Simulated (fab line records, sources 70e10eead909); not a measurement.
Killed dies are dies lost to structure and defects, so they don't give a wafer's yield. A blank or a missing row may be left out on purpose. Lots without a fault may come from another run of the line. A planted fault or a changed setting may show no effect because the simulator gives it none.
Which tool did it? | flow nand_harc | 24 lots, 72 wafers sampled, at 6 steps of a route of 1159

WHAT THE GAUGES READ, wafer by wafer
NHARC_A_STAIRCASE_INSPECT_155. Usual: raw_defect_count 359, standard deviation 140.
lot  | measured     | on                | raw_defect_count | flag
L074 | day 13 20:20 | defect_inspect-01 | 179 245 243      |
L075 | day 14 00:37 | defect_inspect-01 | 301 441 334      |
L076 | day 14 07:28 | defect_inspect-02 | 369 485 341      |
L077 | day 14 07:02 | defect_inspect-02 | 318 698 678      |
L078 | day 14 06:55 | defect_inspect-01 | 257 299 229      |
L079 | day 15 10:08 | defect_inspect-02 | 368 408 227      |
L080 | day 15 21:02 | defect_inspect-01 | 274 314 219      |
L081 | day 15 21:23 | defect_inspect-01 | 278 314 201      |
L082 | day 16 05:17 | defect_inspect-02 | 545 499 515      |
L083 | day 16 02:57 | defect_inspect-01 | 459 305 201      |
L084 | day 16 02:52 | defect_inspect-01 | 270 206 253      |
L087 | day 16 20:55 | defect_inspect-02 | 617 1168 262     |
L086 | day 16 21:07 | defect_inspect-02 | 156 252 161      |
L085 | day 17 06:29 | defect_inspect-02 | 247 403 321      |
L089 | day 17 06:35 | defect_inspect-02 | 430 503 316      |
L088 | day 17 06:46 | defect_inspect-01 | 297 364 410      |
L090 | day 17 17:29 | defect_inspect-01 | 192 331 283      |
L092 | day 18 11:01 | defect_inspect-02 | 212 382 277      |
L094 | day 18 10:52 | defect_inspect-01 | 297 422 346      |
L093 | day 18 10:28 | defect_inspect-02 | 564 410 355      |
L091 | day 18 17:06 | defect_inspect-02 | 409 343 400      |
L096 | day 19 07:27 | defect_inspect-01 | 214 203 420      |
L095 | day 19 07:22 | defect_inspect-01 | 454 429 378      |
L097 | day 19 20:35 | defect_inspect-02 | 412 440 532      |

NHARC_A_SLIT_CD_MEAS_09: target cd 300 nm. Usual: cd_nm 299.8 nm, standard deviation 0.49.
lot  | measured     | on        | cd_nm (nm)        | flag
L074 | day 14 08:55 | cd_sem-01 | 299.8 299.3 300.2 |
L075 | day 14 17:19 | cd_sem-02 | 300.0 299.9 299.7 |
L076 | day 14 19:07 | cd_sem-02 | 300.6 300.1 300.1 |
L077 | day 14 17:28 | cd_sem-01 | 299.9 299.1 299.7 |
L078 | day 14 17:08 | cd_sem-03 | 299.4 299.3 299.5 |
L079 | day 15 22:53 | cd_sem-01 | 299.8 299.3 299.3 |
L080 | day 16 10:53 | cd_sem-02 | 300.1 300.2 300.3 |
L081 | day 16 08:55 | cd_sem-03 | 300.0 300.3 299.9 |
L082 | day 16 15:17 | cd_sem-02 | 299.6 299.2 299.4 |
L083 | day 16 14:51 | cd_sem-01 | 300.3 300.1 300.1 |
L084 | day 16 16:42 | cd_sem-01 | 299.7 300.0 299.1 |
L087 | day 17 07:23 | cd_sem-02 | 299.5 299.9 298.7 |
L086 | day 17 07:13 | cd_sem-01 | 299.6 300.1 299.4 |
L085 | day 17 18:31 | cd_sem-02 | 301.3 300.8 300.2 |
L089 | day 17 17:15 | cd_sem-02 | 301.2 300.4 300.7 |
L088 | day 17 18:48 | cd_sem-02 | 299.7 299.5 299.3 |
L090 | day 18 06:35 | cd_sem-01 | 299.5 300.1 299.3 |
L092 | day 18 21:06 | cd_sem-03 | 299.4 300.1 299.7 |
L094 | day 18 20:51 | cd_sem-03 | 299.0 299.7 299.5 |
L093 | day 18 21:16 | cd_sem-02 | 300.0 299.8 299.1 |
L091 | day 19 04:46 | cd_sem-03 | 300.3 300.3 299.8 |
L096 | day 19 19:48 | cd_sem-02 | 299.1 299.3 300.0 |
L095 | day 19 19:26 | cd_sem-01 | 299.5 299.3 299.8 |
L097 | day 20 08:07 | cd_sem-01 | 299.0 299.7 300.2 |

WHICH TOOL RAN EACH LOT (tool, then ch and the chambers of the sampled wafers, then the start)
lot  | NHARC_A_STAIRCASE_DESCUM_252       | NHARC_A_STAIRCASE_DESCUM_291       | NHARC_A_SGD_CUT_ETCH_58            | NHARC_A_SGD_CUT_ETCH_59
L074 | rie_diel-13 ch 1,2,3, day 11 06:46 | rie_diel-10 ch 0,3, day 11 11:48   | rie_diel-05 ch 0,2,3, day 13 21:17 | rie_diel-05 ch 0,3, day 14 08:55 or earlier
L075 | rie_diel-10 ch 0,1,3, day 11 14:55 | rie_diel-13 ch 0,1,2, day 11 20:15 | rie_diel-08 ch 1,2,3, day 14 01:34 | rie_diel-08 ch 1,2,3, day 14 17:19 or earlier
L076 | rie_diel-13 ch 0,3, day 11 22:35   | rie_diel-09 ch 1,2,3, day 12 03:23 | rie_diel-08 ch 1,2,3, day 14 08:32 | rie_diel-08 ch 0,2,3, day 14 19:07 or earlier
L077 | rie_diel-09 ch 0,2,3, day 11 23:31 | rie_diel-10 ch 0,1,3, day 12 03:48 | rie_diel-02 ch 0,1,3, day 14 08:07 | rie_diel-02 ch 2,3, day 14 17:28 or earlier
L078 | rie_diel-09 ch 0,3, day 12 00:26   | rie_diel-09 ch 1,2,3, day 12 05:08 | rie_diel-05 ch 0,3, day 14 07:51   | rie_diel-05 ch 0,3, day 14 17:08 or earlier
L079 | rie_diel-13 ch 0,2,3, day 13 01:11 | rie_diel-09 ch 0,1,3, day 13 05:01 | rie_diel-02 ch 0,1,2, day 15 11:14 | rie_diel-02 ch 0,1,2, day 15 22:53 or earlier
L080 | rie_diel-13 ch 1,2, day 13 02:48   | rie_diel-13 ch 1,2,3, day 13 10:22 | rie_diel-02 ch 0,1,2, day 15 22:06 | rie_diel-02 ch 0,1, day 16 10:53 or earlier
L081 | rie_diel-13 ch 0,1,3, day 13 09:06 | rie_diel-13 ch 0,1, day 13 16:05   | rie_diel-08 ch 1,2,3, day 15 22:20 | rie_diel-08 ch 0,1,2, day 16 08:55 or earlier
L082 | rie_diel-10 ch 0,1, day 13 09:17   | rie_diel-09 ch 0,2, day 13 17:03   | rie_diel-02 ch 0,1, day 16 06:21   | rie_diel-02 ch 1,2, day 16 15:17 or earlier
L083 | rie_diel-09 ch 2,3, day 13 11:26   | rie_diel-09 ch 0,2, day 13 18:49   | rie_diel-08 ch 0,3, day 16 04:07   | rie_diel-08 ch 0,3, day 16 14:51 or earlier
L084 | rie_diel-09 ch 1,2, day 13 14:49   | rie_diel-10 ch 1,2, day 13 23:44   | rie_diel-05 ch 1,3, day 16 03:56   | rie_diel-05 ch 0,2,3, day 16 16:42 or earlier
L087 | rie_diel-13 ch 0,2,3, day 14 11:10 | rie_diel-09 ch 0,1, day 14 14:52   | rie_diel-08 ch 0,1, day 16 22:00   | rie_diel-08 ch 0,1, day 17 07:23 or earlier
L086 | rie_diel-09 ch 0,2,3, day 14 14:29 | rie_diel-13 ch 0,1, day 14 19:28   | rie_diel-05 ch 0,2,3, day 16 22:04 | rie_diel-05 ch 0,2,3, day 17 07:13 or earlier
L085 | rie_diel-09 ch 0,3, day 14 15:30   | rie_diel-09 ch 0,1, day 14 21:11   | rie_diel-08 ch 0,1,2, day 17 07:35 | rie_diel-08 ch 1,2, day 17 18:31 or earlier
L089 | rie_diel-10 ch 0,1,3, day 14 21:21 | rie_diel-09 ch 0,3, day 15 01:04   | rie_diel-02 ch 0,2,3, day 17 07:43 | rie_diel-02 ch 2,3, day 17 17:15 or earlier
L088 | rie_diel-10 ch 1,2,3, day 14 22:16 | rie_diel-09 ch 0,1,2, day 15 03:34 | rie_diel-02 ch 0,2, day 17 08:06   | rie_diel-02 ch 2,3, day 17 18:48 or earlier
L090 | rie_diel-10 ch 0,1, day 15 04:40   | rie_diel-09 ch 0,2,3, day 15 08:49 | rie_diel-08 ch 0,1,3, day 17 18:26 | rie_diel-08 ch 0,2,3, day 18 06:35 or earlier
L092 | rie_diel-09 ch 0,1,2, day 15 19:14 | rie_diel-09 ch 1,2,3, day 16 00:14 | rie_diel-08 ch 2,3, day 18 12:07   | rie_diel-08 ch 1,2,3, day 18 21:06 or earlier
L094 | rie_diel-09 ch 0,1,2, day 15 20:26 | rie_diel-09 ch 0,1,3, day 16 02:07 | rie_diel-02 ch 0,1,2, day 18 11:55 | rie_diel-02 ch 0,2,3, day 18 20:51 or earlier
L093 | rie_diel-09 ch 0,1,3, day 16 01:24 | rie_diel-09 ch 0,1,2, day 16 05:49 | rie_diel-05 ch 1,2,3, day 18 11:32 | rie_diel-05 ch 0,2,3, day 18 21:16 or earlier
L091 | rie_diel-10 ch 1,2, day 16 03:16   | rie_diel-09 ch 0,3, day 16 07:38   | rie_diel-02 ch 0,1,3, day 18 18:10 | rie_diel-02 ch 1,2,3, day 19 04:46 or earlier
L096 | rie_diel-10 ch 0,1,2, day 16 10:01 | rie_diel-10 ch 0,1,3, day 16 17:31 | rie_diel-02 ch 0,3, day 19 08:28   | rie_diel-02 ch 0,2,3, day 19 19:48 or earlier
L095 | rie_diel-09 ch 1,2,3, day 16 12:07 | rie_diel-13 ch 1,2,3, day 16 19:28 | rie_diel-05 ch 1,2,3, day 19 08:26 | rie_diel-05 ch 0,1,3, day 19 19:26 or earlier
L097 | rie_diel-10 ch 0,2, day 17 08:53   | rie_diel-13 ch 0,1,2, day 17 12:42 | rie_diel-08 ch 1,2,3, day 19 21:36 | rie_diel-08 ch 1,3, day 20 08:07 or earlier
- NHARC_A_STAIRCASE_DESCUM_252: chemistry O2, time 3 s.
- NHARC_A_STAIRCASE_DESCUM_291: chemistry O2, time 3 s.
- NHARC_A_SGD_CUT_ETCH_58: etches the open film in CF4, target depth 39 nm, time 65 s.
- NHARC_A_SGD_CUT_ETCH_59: etches the open film in N2/H2, target depth 260 nm, time 406.25 s.

WHAT THE TOOLS THEMSELVES READ (means of the sampled wafers that have a number; where no wafer has one, the mark that the record gives instead)
NHARC_A_STAIRCASE_DESCUM_252. Usual: drypump_motor_current_A 6.0 A, standard deviation 0.47; oes_product_au 0.999 a.u., standard deviation 0.0089; rf_vpp_V 57.6 V, standard deviation 0.83; showerhead_plenum_p_Torr 1.86 Torr, standard deviation 0.057; throttle_valve_pct 11.312 %, standard deviation 0.0097.
lot  | tool        | drypump_motor_current_A (A) | oes_product_au (a.u.) | rf_vpp_V (V) | showerhead_plenum_p_Torr (Torr) | throttle_valve_pct (%) | flag
L074 | rie_diel-13 | 6.2                         | 1.010                 | 57.3         | 1.86                            | 11.306                 |
L075 | rie_diel-10 | 5.6                         | 1.011                 | 57.9         | 1.92                            | 11.315                 |
L076 | rie_diel-13 | 5.9                         | 1.011                 | 57.4         | 1.91                            | 11.305                 |
L077 | rie_diel-09 | 6.2                         | 0.992                 | 57.4         | 1.85                            | 11.325                 |
L078 | rie_diel-09 | 6.3                         | 1.006                 | 57.5         | 1.85                            | 11.306                 |
L079 | rie_diel-13 | 5.9                         | 1.003                 | 58.7         | 1.87                            | 11.316                 |
L080 | rie_diel-13 | 6.4                         | 1.004                 | 56.6         | 1.87                            | 11.302                 |
L081 | rie_diel-13 | 6.2                         | 1.006                 | 57.8         | 1.89                            | 11.308                 |
L082 | rie_diel-10 | 5.6                         | 1.004                 | 57.5         | 1.90                            | 11.311                 |
L083 | rie_diel-09 | 6.5                         | 0.993                 | 56.8         | 1.81                            | 11.315                 |
L084 | rie_diel-09 | 6.3                         | 1.004                 | 57.4         | 1.83                            | 11.305                 |
L087 | rie_diel-13 | 5.9                         | 1.004                 | 57.5         | 1.87                            | 11.317                 |
L086 | rie_diel-09 | 6.2                         | 0.999                 | 57.3         | 1.85                            | 11.308                 |
L085 | rie_diel-09 | 6.3                         | 1.003                 | 58.1         | 1.84                            | 11.306                 |
L089 | rie_diel-10 | 5.6                         | 0.993                 | 57.7         | 1.91                            | 11.319                 |
L088 | rie_diel-10 | 5.4                         | 0.999                 | 57.3         | 1.91                            | 11.317                 |
L090 | rie_diel-10 | 5.6                         | 0.996                 | 57.9         | 1.89                            | 11.311                 |
L092 | rie_diel-09 | 6.1                         | 0.994                 | 56.8         | 1.85                            | 11.321                 |
L094 | rie_diel-09 | 6.1                         | 0.994                 | 56.8         | 1.85                            | 11.307                 |
L093 | rie_diel-09 | 6.1                         | 0.999                 | 57.5         | 1.85                            | 11.312                 |
L091 | rie_diel-10 | 5.1                         | 0.991                 | 57.9         | 1.89                            | 11.309                 |
L096 | rie_diel-10 | 5.4                         | 1.001                 | 58.3         | 1.89                            | 11.309                 |
L095 | rie_diel-09 | 6.4                         | 1.002                 | 57.4         | 1.81                            | 11.316                 |
L097 | rie_diel-10 | 5.5                         | 0.987                 | 56.8         | 1.83                            | 11.310                 |

NHARC_A_STAIRCASE_DESCUM_291. Usual: drypump_motor_current_A 6.1 A, standard deviation 0.44; oes_product_au 0.999 a.u., standard deviation 0.0091; rf_vpp_V 57.5 V, standard deviation 0.78; showerhead_plenum_p_Torr 1.86 Torr, standard deviation 0.055; throttle_valve_pct 11.310 %, standard deviation 0.0083.
lot  | tool        | drypump_motor_current_A (A) | oes_product_au (a.u.) | rf_vpp_V (V) | showerhead_plenum_p_Torr (Torr) | throttle_valve_pct (%) | flag
L074 | rie_diel-10 | 5.7                         | 1.005                 | 58.2         | 1.86                            | 11.315                 |
L075 | rie_diel-13 | 6.1                         | 1.014                 | 57.4         | 1.88                            | 11.312                 |
L076 | rie_diel-09 | 6.4                         | 0.998                 | 57.8         | 1.82                            | 11.321                 |
L077 | rie_diel-10 | 5.6                         | 0.999                 | 57.5         | 1.92                            | 11.307                 |
L078 | rie_diel-09 | 6.4                         | 0.997                 | 57.8         | 1.82                            | 11.306                 |
L079 | rie_diel-09 | 6.1                         | 0.994                 | 56.6         | 1.86                            | 11.307                 |
L080 | rie_diel-13 | 6.2                         | 1.001                 | 56.9         | 1.86                            | 11.310                 |
L081 | rie_diel-13 | 6.0                         | 1.003                 | 57.7         | 1.90                            | 11.318                 |
L082 | rie_diel-09 | 5.9                         | 0.991                 | 57.2         | 1.89                            | 11.315                 |
L083 | rie_diel-09 | 6.2                         | 0.993                 | 57.5         | 1.85                            | 11.311                 |
L084 | rie_diel-10 | 5.3                         | 0.996                 | 57.9         | 1.95                            | 11.302                 |
L087 | rie_diel-09 | 5.8                         | 0.992                 | 58.0         | 1.90                            | 11.308                 |
L086 | rie_diel-13 | 6.0                         | 1.003                 | 57.6         | 1.90                            | 11.314                 |
L085 | rie_diel-09 | 5.8                         | 0.999                 | 58.6         | 1.89                            | 11.304                 |
L089 | rie_diel-09 | 6.3                         | 0.992                 | 57.9         | 1.84                            | 11.308                 |
L088 | rie_diel-09 | 6.1                         | 1.001                 | 57.5         | 1.85                            | 11.308                 |
L090 | rie_diel-09 | 6.3                         | 0.995                 | 57.5         | 1.84                            | 11.303                 |
L092 | rie_diel-09 | 6.4                         | 1.004                 | 57.8         | 1.81                            | 11.313                 |
L094 | rie_diel-09 | 6.2                         | 1.000                 | 57.2         | 1.85                            | 11.307                 |
L093 | rie_diel-09 | 6.1                         | 0.995                 | 56.6         | 1.85                            | 11.315                 |
L091 | rie_diel-09 | 6.0                         | 0.991                 | 57.1         | 1.88                            | 11.307                 |
L096 | rie_diel-10 | 5.6                         | 0.999                 | 57.6         | 1.90                            | 11.307                 |
L095 | rie_diel-13 | 6.2                         | 1.005                 | 58.2         | 1.85                            | 11.314                 |
L097 | rie_diel-13 | 6.1                         | 1.003                 | 57.4         | 1.86                            | 11.309                 |

NHARC_A_SGD_CUT_ETCH_58. Usual: drypump_motor_current_A 5.7 A, standard deviation 0.4; oes_product_au 0.998 a.u., standard deviation 0.011; rf_vpp_V 151.9 V, standard deviation 1.1; showerhead_plenum_p_Torr 1.82 Torr, standard deviation 0.051; throttle_valve_pct 13.283 %, standard deviation 0.009.
lot  | tool        | drypump_motor_current_A (A) | oes_product_au (a.u.) | rf_vpp_V (V) | showerhead_plenum_p_Torr (Torr) | throttle_valve_pct (%) | flag
L074 | rie_diel-05 | 5.6                         | 1.004                 | 152.0        | 1.81                            | 13.280                 |
L075 | rie_diel-08 | 5.9                         | 0.990                 | 151.8        | 1.83                            | 13.281                 |
L076 | rie_diel-08 | 5.9                         | 0.990                 | 151.9        | 1.83                            | 13.278                 |
L077 | rie_diel-02 | 5.7                         | 0.998                 | 151.3        | 1.79                            | 13.282                 |
L078 | rie_diel-05 | 5.9                         | 1.003                 | 151.1        | 1.82                            | 13.288                 |
L079 | rie_diel-02 | 5.7                         | 1.001                 | 150.6        | 1.78                            | 13.279                 |
L080 | rie_diel-02 | 5.7                         | 0.999                 | 152.1        | 1.78                            | 13.275                 |
L081 | rie_diel-08 | 5.9                         | 0.991                 | 152.4        | 1.83                            | 13.285                 |
L082 | rie_diel-02 | 5.7                         | 1.004                 | 151.2        | 1.73                            | 13.280                 |
L083 | rie_diel-08 | 5.8                         | 0.982                 | 152.8        | 1.84                            | 13.281                 |
L084 | rie_diel-05 | 6.3                         | 1.003                 | 152.6        | 1.86                            | 13.280                 |
L087 | rie_diel-08 | 5.6                         | 0.991                 | 152.0        | 1.81                            | 13.289                 |
L086 | rie_diel-05 | 5.6                         | 1.008                 | 152.6        | 1.81                            | 13.290                 |
L085 | rie_diel-08 | 5.6                         | 0.993                 | 151.6        | 1.82                            | 13.283                 |
L089 | rie_diel-02 | 5.7                         | 1.002                 | 151.9        | 1.83                            | 13.293                 |
L088 | rie_diel-02 | 5.6                         | 1.007                 | 151.1        | 1.78                            | 13.289                 |
L090 | rie_diel-08 | 5.9                         | 1.000                 | 151.6        | 1.83                            | 13.285                 |
L092 | rie_diel-08 | 5.8                         | 0.995                 | 151.5        | 1.85                            | 13.290                 |
L094 | rie_diel-02 | 5.7                         | 0.996                 | 151.5        | 1.78                            | 13.285                 |
L093 | rie_diel-05 | 5.8                         | 0.996                 | 151.6        | 1.82                            | 13.282                 |
L091 | rie_diel-02 | 5.7                         | 0.996                 | 151.9        | 1.78                            | 13.276                 |
L096 | rie_diel-02 | 5.6                         | 1.000                 | 151.9        | 1.78                            | 13.284                 |
L095 | rie_diel-05 | 5.7                         | 0.999                 | 152.1        | 1.82                            | 13.283                 |
L097 | rie_diel-08 | 5.9                         | 1.001                 | 152.8        | 1.83                            | 13.278                 |

NHARC_A_SGD_CUT_ETCH_59. Usual: drypump_motor_current_A 5.7 A, standard deviation 0.4; oes_product_au 1.001 a.u., standard deviation 0.012; rf_vpp_V 432.4 V, standard deviation 1.9; showerhead_plenum_p_Torr 2.11 Torr, standard deviation 0.065; throttle_valve_pct 14.170 %, standard deviation 0.0094.
lot  | tool        | drypump_motor_current_A (A) | oes_product_au (a.u.) | rf_vpp_V (V) | showerhead_plenum_p_Torr (Torr) | throttle_valve_pct (%) | flag
L074 | rie_diel-05 | 5.8                         | 1.002                 | 432.2        | 2.11                            | 14.179                 |
L075 | rie_diel-08 | 5.9                         | 0.996                 | 433.0        | 2.13                            | 14.180                 |
L076 | rie_diel-08 | 5.5                         | 0.996                 | 432.7        | 2.12                            | 14.179                 |
L077 | rie_diel-02 | 5.8                         | 0.985                 | 434.5        | 2.19                            | 14.169                 |
L078 | rie_diel-05 | 5.9                         | 1.007                 | 431.7        | 2.11                            | 14.175                 |
L079 | rie_diel-02 | 5.7                         | 0.999                 | 430.7        | 2.06                            | 14.169                 |
L080 | rie_diel-02 | 5.7                         | 0.991                 | 429.8        | 1.99                            | 14.165                 |
L081 | rie_diel-08 | 5.6                         | 0.991                 | 431.9        | 2.10                            | 14.170                 |
L082 | rie_diel-02 | 5.7                         | 1.016                 | 433.2        | 2.12                            | 14.180                 |
L083 | rie_diel-08 | 5.6                         | 0.989                 | 432.2        | 2.11                            | 14.165                 |
L084 | rie_diel-05 | 5.6                         | 1.014                 | 431.7        | 2.09                            | 14.175                 |
L087 | rie_diel-08 | 5.6                         | 0.985                 | 432.0        | 2.09                            | 14.174                 |
L086 | rie_diel-05 | 5.6                         | 1.006                 | 432.4        | 2.09                            | 14.162                 |
L085 | rie_diel-08 | 6.0                         | 1.006                 | 432.3        | 2.10                            | 14.168                 |
L089 | rie_diel-02 | 5.8                         | 1.000                 | 435.0        | 2.19                            | 14.164                 |
L088 | rie_diel-02 | 5.8                         | 1.009                 | 435.0        | 2.19                            | 14.170                 |
L090 | rie_diel-08 | 5.5                         | 0.986                 | 432.8        | 2.12                            | 14.168                 |
L092 | rie_diel-08 | 5.9                         | 1.006                 | 432.9        | 2.12                            | 14.173                 |
L094 | rie_diel-02 | 5.7                         | 1.005                 | 433.4        | 2.12                            | 14.169                 |
L093 | rie_diel-05 | 5.6                         | 1.001                 | 432.2        | 2.09                            | 14.168                 |
L091 | rie_diel-02 | 5.8                         | 1.006                 | 433.3        | 2.12                            | 14.173                 |
L096 | rie_diel-02 | 5.7                         | 1.007                 | 432.5        | 2.12                            | 14.177                 |
L095 | rie_diel-05 | 6.2                         | 0.995                 | 432.8        | 2.13                            | 14.174                 |
L097 | rie_diel-08 | 6.1                         | 1.012                 | 432.1        | 2.12                            | 14.171                 |

THE ANSWER, worked out from the rows above alone
Rule: a lot is off if the mean of its wafers that have a number lies more than 3 standard deviations from the usual mean. A lot without any number at a reading at which 4 lots or more have one is off too. The other lots that the step has rows for count as sound. The gauges are gone through in route order, then the tools' own readings, and for those a lot's mean is taken as printed above. The first step at which some lot is off is used, and at that step the reading that is off furthest; a lot without a number counts as furthest.
No lot is off at any reading shown: from this, nothing can be told.

WHAT THE SIMULATOR HAD PUT IN
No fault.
